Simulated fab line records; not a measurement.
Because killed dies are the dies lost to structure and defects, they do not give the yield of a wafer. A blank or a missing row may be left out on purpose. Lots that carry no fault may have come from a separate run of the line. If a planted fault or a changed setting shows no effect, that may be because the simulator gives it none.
fab line records | flow nand_harc | part 2 of 2: steps 5 to 6 of 6
[record] lots = 24 | wafers = 72 | last_day = 33
route steps=1302 shown A_STAIRCASE@686
lots that met no fault: from a run of the same line without faults
start_h: hours from the record's opening day to when the first of the lot's shown wafers began | wait_h: hours from the lot's prior step to this one | " repeats the value in the row above | L1.1+2: several wafers, shown together as one row | - value missing, or start not given | * or withheld: withheld | < > ~ a bound
route shown NAME@n: names a module that has steps shown in the file, with the first one's number in the route | usual: mean/standard deviation of fault-free wafers | same: alike in all rows | chamber/n: place in a boat | sites: each site's reading | _std_site: their standard deviation | _edge_site: inner sites' mean taken away from outer sites' mean | radius_mm: for every site, how far away it sits from the centre of the wafer | mask NAME#n: copy n | behind: the most recent tool/chamber to have shaped the wafer | hold: why the lot went on hold/how many hours it stayed there/how the hold came to an end | device: the transistor (n, p or np) that didn't switch | end of line: tests run on the same wafers once the route is complete | for a step that has no rows: nothing shown but its recipe | killed: not the wafer's yield, but the dies lost to structure and defects at the first sort | map: dies across one wafer; x = killed, . = not, _ = none there
set.NAME: the setting that was run; set.NAME@STEP: the one run at that earlier step | model.NAME: the simulator's own value behind a step, which no gauge read
steps of the route over a sample of lots; a table a step, a row a wafer
services: a tool's chamber out of use, with start hour (start_h, from the record's first day; less than 0 if before it), hours out, and reason
[[steps]]
[step NHARC_A_STAIRCASE_ETCH_227]
[recipe] target_depth_a = 1000 | time_s = 40.5 | ion_energy_ev = 400 | c4f8_flow_sccm = 20 | o2_flow_sccm = 10 | ar_flow_sccm = withheld | rf_w = 600 | bias_w = 1000 | chemistry = C4F8/O2
[usual] oes_product_au = 0.940/0.01 | rf_vpp_V = 897/6.2
lot.wafer | tool        | chamber | start_h | wait_h | oes_product_au | rf_hours_counter_h | rf_vpp_V
L074.1    | rie_diel-02 | 2       | -       | -      | 0.938          | 37                 | 893
L074.5    | "           | 2       | "       | "      | 0.932          | -                  | 893
L074.6    | "           | 3       | "       | "      | 0.943          | -                  | 905
L075.1    | rie_diel-02 | 3       | -       | -      | 0.926          | 46                 | 906
L075.6    | "           | 3       | "       | "      | 0.931          | -                  | 905
L075.5    | "           | 0       | "       | "      | 0.936          | -                  | 896
L076.3    | rie_diel-11 | 1       | -       | -      | 0.950          | 48                 | 896
L076.5    | "           | 1       | "       | "      | 0.951          | -                  | 895
L076.6    | "           | 2       | "       | "      | 0.947          | -                  | 888
L077.4    | rie_diel-03 | 1       | -       | -      | 0.954          | 38                 | 889
L077.1    | "           | 0       | "       | "      | 0.932          | 37                 | 890
L077.6    | "           | 1       | "       | "      | 0.952          | -                  | 888
L078.4    | rie_diel-03 | 2       | -       | -      | 0.942          | 44                 | 906
L078.1    | "           | 3       | "       | "      | 0.955          | 27                 | 893
L078.5    | "           | 2       | "       | "      | 0.936          | -                  | 906
L079.1    | rie_diel-11 | 1       | -       | -      | 0.956          | 55                 | 894
L079.2    | "           | 3       | "       | "      | 0.960          | 49                 | 906
L079.5    | "           | 0       | "       | "      | 0.960          | -                  | 897
L080.3    | rie_diel-02 | 3       | -       | -      | 0.925          | 8                  | 905
L080.2    | "           | 0       | "       | "      | 0.931          | 7                  | 895
L080.4    | "           | 1       | "       | "      | 0.939          | 5                  | 901
L081.4    | rie_diel-02 | 3       | -       | -      | 0.946          | 12                 | 904
L081.3    | "           | 2       | "       | "      | 0.940          | 10                 | 891
L081.6    | "           | 3       | "       | "      | 0.929          | -                  | 904
L082.4    | rie_diel-11 | 0       | -       | -      | 0.938          | 5                  | 897
L082.6    | "           | 2       | "       | "      | 0.951          | -                  | 888
L082.5    | "           | 3       | "       | "      | 0.950          | -                  | 905
L083.2    | rie_diel-03 | 0       | -       | -      | 0.941          | 57                 | 890
L083.1    | "           | 3       | "       | "      | 0.926          | 42                 | 894
L083.5    | "           | 3       | "       | "      | 0.941          | -                  | 892
L084.3    | rie_diel-02 | 0       | -       | -      | 0.930          | 26                 | 896
L084.2    | "           | 2       | "       | "      | 0.943          | 25                 | 892
L084.6    | "           | 0       | "       | "      | 0.936          | -                  | 894
L085.4    | rie_diel-11 | 0       | -       | -      | 0.931          | 15                 | 897
L085.5    | "           | 0       | "       | "      | 0.933          | -                  | 896
L085.6    | "           | 1       | "       | "      | 0.940          | -                  | 892
L086.3    | rie_diel-11 | 1       | -       | -      | 0.929          | 18                 | 895
L086.5    | "           | 1       | "       | "      | 0.939          | -                  | 894
L086.6    | "           | 0       | "       | "      | 0.938          | -                  | 896
L087.3    | rie_diel-03 | 2       | -       | -      | 0.928          | 5                  | 906
L087.4    | "           | 1       | "       | "      | 0.943          | 7                  | 888
L087.5    | "           | 3       | "       | "      | 0.931          | -                  | 894
L089.4    | rie_diel-02 | 3       | -       | -      | 0.927          | 38                 | 904
L089.1    | "           | 0       | "       | "      | 0.949          | 37                 | 895
L089.6    | "           | 2       | "       | "      | 0.939          | -                  | 892
L088.2    | rie_diel-03 | 0       | -       | -      | 0.948          | 12                 | 890
L088.4    | "           | 3       | "       | "      | 0.936          | 11                 | 892
L088.5    | "           | 0       | "       | "      | 0.948          | -                  | 890
L091.1    | rie_diel-11 | 2       | -       | -      | 0.956          | 27                 | 888
L091.3    | "           | 0       | "       | "      | 0.944          | 29                 | 897
L091.6    | "           | 2       | "       | "      | 0.947          | -                  | 887
L090.3    | rie_diel-03 | 2       | -       | -      | 0.941          | 16                 | 904
L090.5    | "           | 1       | "       | "      | 0.960          | -                  | 888
L090.6    | "           | 2       | "       | "      | 0.944          | -                  | 905
L092.3    | rie_diel-02 | 2       | -       | -      | 0.944          | 53                 | 891
L092.4    | "           | 0       | "       | "      | 0.935          | 55                 | 896
L092.6    | "           | 3       | "       | "      | 0.939          | -                  | 904
L093.3    | rie_diel-02 | 3       | -       | -      | 0.921          | 58                 | 904
L093.1    | "           | 0       | "       | "      | 0.941          | 58                 | 895
L093.2    | "           | 1       | "       | "      | 0.962          | 54                 | 901
L094.4    | rie_diel-03 | 0       | -       | -      | 0.939          | 33                 | 890
L094.6    | "           | 1       | "       | "      | 0.939          | -                  | 888
L094.5    | "           | 2       | "       | "      | 0.923          | -                  | 904
L095.1    | rie_diel-11 | 3       | -       | -      | 0.940          | 44                 | 905
L095.2    | "           | 0       | "       | "      | 0.950          | 45                 | 894
L095.4    | "           | 1       | "       | "      | 0.939          | 45                 | 894
L096.4    | rie_diel-11 | 3       | -       | -      | 0.929          | 48                 | 904
L096.3    | "           | 1       | "       | "      | 0.935          | 50                 | 893
L096.5    | "           | 3       | "       | "      | 0.925          | -                  | 903
L097.4    | rie_diel-03 | 0       | -       | -      | 0.942          | 39                 | 890
L097.6    | "           | 1       | "       | "      | 0.930          | -                  | 887
L097.5    | "           | 2       | "       | "      | 0.922          | -                  | 904
[step NHARC_A_STAIRCASE_TRIM_231]
[recipe] time_s = 211.2 | o2_flow_sccm = 500 | ar_flow_sccm = 0 | bias_w = 0 | chemistry = O2
[usual] drypump_motor_current_A = 5.9/0.36 | oes_product_au = 0.997/0.01 | rf_vpp_V = 57.8/0.92 | showerhead_plenum_p_Torr = 3.53/0.17 | throttle_valve_pct = 17.036/0.0088
lot.wafer | tool        | chamber | start_h | wait_h | drypump_motor_current_A | oes_product_au | rf_hours_counter_h | rf_vpp_V | showerhead_plenum_p_Torr | throttle_valve_pct
L074.1    | rie_diel-02 | 1       | -       | -      | 5.8                     | 1.003          | 34                 | 57.8     | 3.68                     | 17.051
L074.6    | "           | 3       | "       | "      | 5.8                     | 0.978          | -                  | 58.1     | 3.78                     | 17.042
L074.5    | "           | 0       | "       | "      | 5.6                     | 0.990          | -                  | 56.6     | 3.53                     | 17.042
L075.1    | rie_diel-02 | 2       | -       | -      | 5.6                     | 0.999          | 39                 | 57.2     | 3.44                     | 17.029
L075.5    | "           | 1       | "       | "      | 5.8                     | 1.019          | -                  | 58.5     | 3.68                     | 17.032
L075.6    | "           | 2       | "       | "      | 5.5                     | 0.998          | -                  | 57.2     | 3.44                     | 17.025
L076.3    | rie_diel-03 | 2       | -       | -      | 6.7                     | 1.003          | 37                 | 59.8     | 3.79                     | 17.022
L076.5    | "           | 1       | "       | "      | 6.1                     | 1.002          | -                  | 57.9     | 3.35                     | 17.032
L076.6    | "           | 2       | "       | "      | 6.7                     | 1.004          | -                  | 58.5     | 3.79                     | 17.040
L077.4    | rie_diel-03 | 0       | -       | -      | 6.3                     | 1.008          | 37                 | 57.1     | 3.38                     | 17.046
L077.1    | "           | 1       | "       | "      | 6.1                     | 1.009          | 39                 | 56.1     | 3.35                     | 17.039
L077.6    | "           | 0       | "       | "      | 6.3                     | 1.001          | -                  | 57.0     | 3.38                     | 17.042
L078.1    | rie_diel-03 | 0       | -       | -      | 6.4                     | 0.997          | 41                 | 56.9     | 3.38                     | 17.020
L078.4    | "           | 1       | "       | "      | 6.1                     | 1.007          | 43                 | 56.8     | 3.35                     | 17.051
L078.5    | "           | 2       | "       | "      | 6.7                     | 1.007          | -                  | 58.4     | 3.78                     | 17.033
L079.2    | rie_diel-02 | 1       | -       | -      | 5.8                     | 1.016          | 1                  | 58.8     | 3.68                     | 17.043
L079.1    | "           | 0       | "       | "      | 5.6                     | 0.993          | 1                  | 57.3     | 3.53                     | 17.037
L079.5    | "           | 1       | "       | "      | 5.8                     | 1.010          | -                  | 57.6     | 3.68                     | 17.052
L080.3    | rie_diel-03 | 0       | -       | -      | 6.3                     | 0.991          | 46                 | 57.1     | 3.38                     | 17.038
L080.4    | "           | 1       | "       | "      | 6.1                     | 0.998          | 48                 | 59.3     | 3.34                     | 17.050
L080.2    | "           | 2       | "       | "      | 6.7                     | 0.987          | 48                 | 56.7     | 3.78                     | 17.045
L081.3    | rie_diel-02 | 3       | -       | -      | 5.8                     | 0.985          | 12                 | 57.7     | 3.77                     | 17.034
L081.4    | "           | 0       | "       | "      | 5.6                     | 0.989          | 12                 | 57.7     | 3.52                     | 17.034
L081.6    | "           | 2       | "       | "      | 5.6                     | 1.001          | -                  | 57.0     | 3.43                     | 17.039
L082.4    | rie_diel-02 | 3       | -       | -      | 5.8                     | 0.982          | 21                 | 58.8     | 3.77                     | 17.046
L082.6    | "           | 0       | "       | "      | 5.6                     | 0.998          | -                  | 56.4     | 3.52                     | 17.047
L082.5    | "           | 1       | "       | "      | 5.8                     | 1.005          | -                  | 58.1     | 3.67                     | 17.038
L083.2    | rie_diel-11 | 2       | -       | -      | 5.7                     | 1.003          | 4                  | 58.0     | 3.29                     | 17.042
L083.1    | "           | 3       | "       | "      | 6.5                     | 0.992          | 5                  | 57.4     | 3.77                     | 17.033
L083.5    | "           | 1       | "       | "      | 5.5                     | 1.009          | -                  | 57.6     | 3.49                     | 17.040
L084.2    | rie_diel-11 | 2       | -       | -      | 5.6                     | 1.005          | 13                 | 56.7     | 3.29                     | 17.022
L084.3    | "           | 0       | "       | "      | 5.8                     | 1.005          | 13                 | 56.8     | 3.54                     | 17.036
L084.6    | "           | 3       | "       | "      | 6.5                     | 0.992          | -                  | 59.0     | 3.77                     | 17.037
L085.4    | rie_diel-11 | 3       | -       | -      | 6.5                     | 1.000          | 15                 | 59.0     | 3.77                     | 17.036
L085.5    | "           | 2       | "       | "      | 5.7                     | 1.005          | -                  | 59.2     | 3.29                     | 17.037
L085.6    | "           | 3       | "       | "      | 6.5                     | 0.994          | -                  | 59.0     | 3.77                     | 17.022
L086.3    | rie_diel-11 | 0       | -       | -      | 5.8                     | 0.986          | 17                 | 58.7     | 3.54                     | 17.049
L086.5    | "           | 1       | "       | "      | 5.5                     | 0.994          | -                  | 55.9     | 3.48                     | 17.048
L086.6    | "           | 2       | "       | "      | 5.7                     | 1.010          | -                  | 59.2     | 3.29                     | 17.028
L087.3    | rie_diel-03 | 1       | -       | -      | 6.0                     | 1.002          | 8                  | 57.0     | 3.34                     | 17.063
L087.4    | "           | 2       | "       | "      | 6.7                     | 0.988          | 5                  | 56.6     | 3.77                     | 17.026
L087.5    | "           | 1       | "       | "      | 6.1                     | 1.000          | -                  | 56.4     | 3.34                     | 17.033
L089.4    | rie_diel-11 | 2       | -       | -      | 5.7                     | 1.007          | 22                 | 58.9     | 3.28                     | 17.023
L089.1    | "           | 0       | "       | "      | 5.8                     | 0.996          | 23                 | 57.8     | 3.53                     | 17.019
L089.6    | "           | 2       | "       | "      | 5.7                     | 1.009          | -                  | 57.7     | 3.28                     | 17.028
L088.2    | rie_diel-02 | 2       | -       | -      | 5.6                     | 0.995          | 38                 | 57.8     | 3.41                     | 17.036
L088.4    | "           | 3       | "       | "      | 5.8                     | 0.992          | 38                 | 57.3     | 3.76                     | 17.051
L088.5    | "           | 0       | "       | "      | 5.6                     | 1.001          | -                  | 57.5     | 3.51                     | 17.036
L091.1    | rie_diel-11 | 1       | -       | -      | 5.5                     | 0.987          | 29                 | 59.6     | 3.47                     | 17.044
L091.3    | "           | 2       | "       | "      | 5.7                     | 1.003          | 27                 | 56.8     | 3.28                     | 17.038
L091.6    | "           | 3       | "       | "      | 6.5                     | 0.984          | -                  | 59.1     | 3.76                     | 17.025
L090.3    | rie_diel-02 | 1       | -       | -      | 5.8                     | 1.001          | 45                 | 58.3     | 3.66                     | 17.039
L090.5    | "           | 0       | "       | "      | 5.6                     | 0.989          | -                  | 57.2     | 3.50                     | 17.043
L090.6    | "           | 1       | "       | "      | 5.8                     | 0.985          | -                  | 57.3     | 3.66                     | 17.018
L092.4    | rie_diel-02 | 0       | -       | -      | 5.6                     | 0.989          | 55                 | 58.3     | 3.50                     | 17.028
L092.3    | "           | 2       | "       | "      | 5.6                     | 1.003          | 53                 | 58.9     | 3.40                     | 17.045
L092.6    | "           | 0       | "       | "      | 5.7                     | 0.987          | -                  | 58.3     | 3.50                     | 17.033
L093.3    | rie_diel-11 | 3       | -       | -      | 6.5                     | 0.995          | 38                 | 58.3     | 3.75                     | 17.029
L093.2    | "           | 0       | "       | "      | 5.8                     | 0.989          | 39                 | 57.4     | 3.52                     | 17.032
L093.1    | "           | 1       | "       | "      | 5.5                     | 0.999          | 41                 | 58.5     | 3.47                     | 17.040
L094.4    | rie_diel-11 | 2       | -       | -      | 5.7                     | 1.013          | 43                 | 57.8     | 3.27                     | 17.045
L094.6    | "           | 1       | "       | "      | 5.5                     | 0.999          | -                  | 57.9     | 3.46                     | 17.034
L094.5    | "           | 2       | "       | "      | 5.6                     | 1.007          | -                  | 57.1     | 3.27                     | 17.049
L095.4    | rie_diel-11 | 0       | -       | -      | 5.8                     | 0.993          | 45                 | 58.7     | 3.52                     | 17.034
L095.2    | "           | 1       | "       | "      | 5.5                     | 0.993          | 45                 | 57.0     | 3.46                     | 17.039
L095.1    | "           | 3       | "       | "      | 6.5                     | 0.978          | 44                 | 57.9     | 3.75                     | 17.041
L096.3    | rie_diel-11 | 3       | -       | -      | 6.5                     | 0.989          | 48                 | 59.4     | 3.75                     | 17.044
L096.4    | "           | 0       | "       | "      | 5.8                     | 0.990          | 49                 | 57.2     | 3.52                     | 17.033
L096.5    | "           | 2       | "       | "      | 5.7                     | 1.020          | -                  | 56.8     | 3.27                     | 17.053
L097.4    | rie_diel-11 | 1       | -       | -      | 5.5                     | 0.988          | 51                 | 57.5     | 3.46                     | 17.027
L097.5    | "           | 3       | "       | "      | 6.5                     | 0.988          | -                  | 58.8     | 3.75                     | 17.042
L097.6    | "           | 0       | "       | "      | 5.8                     | 0.991          | -                  | 59.0     | 3.52                     | 17.045
[[services]]
tool            | chamber | start_h | hours | kind
plasma_asher-01 | -       | 349.32  | 9.0   | pm
rie_diel-03     | 0       | 363.98  | -     | clean
rie_diel-03     | 1       | 363.98  | -     | clean
rie_diel-03     | 2       | 363.98  | -     | clean
rie_diel-03     | 3       | 363.98  | -     | clean
rie_diel-03     | 0       | 388.48  | -     | clean
rie_diel-03     | 1       | 388.48  | -     | clean
rie_diel-03     | 2       | 388.48  | -     | clean
rie_diel-03     | 3       | 388.48  | -     | clean
rie_diel-02     | -       | 393.88  | 9.0   | pm
rie_diel-03     | 0       | 412.98  | -     | clean
rie_diel-03     | 1       | 412.98  | -     | clean
rie_diel-03     | 2       | 412.98  | -     | clean
rie_diel-03     | 3       | 412.98  | -     | clean
plasma_asher-02 | -       | 426.00  | 9.0   | pm
rie_diel-11     | 0       | 426.88  | 5.3   | repair
rie_diel-11     | -       | 432.53  | 9.0   | pm
rie_diel-03     | 1       | 437.05  | 22.3  | repair
plasma_asher-01 | -       | 441.75  | 8.2   | repair
rie_diel-03     | -       | 458.43  | 9.0   | pm
rie_diel-11     | 2       | 480.26  | 1.8   | repair
rie_diel-02     | 3       | 492.94  | 4.1   | repair
plasma_asher-01 | -       | 526.32  | 9.0   | pm
rie_diel-02     | -       | 570.93  | 9.0   | pm
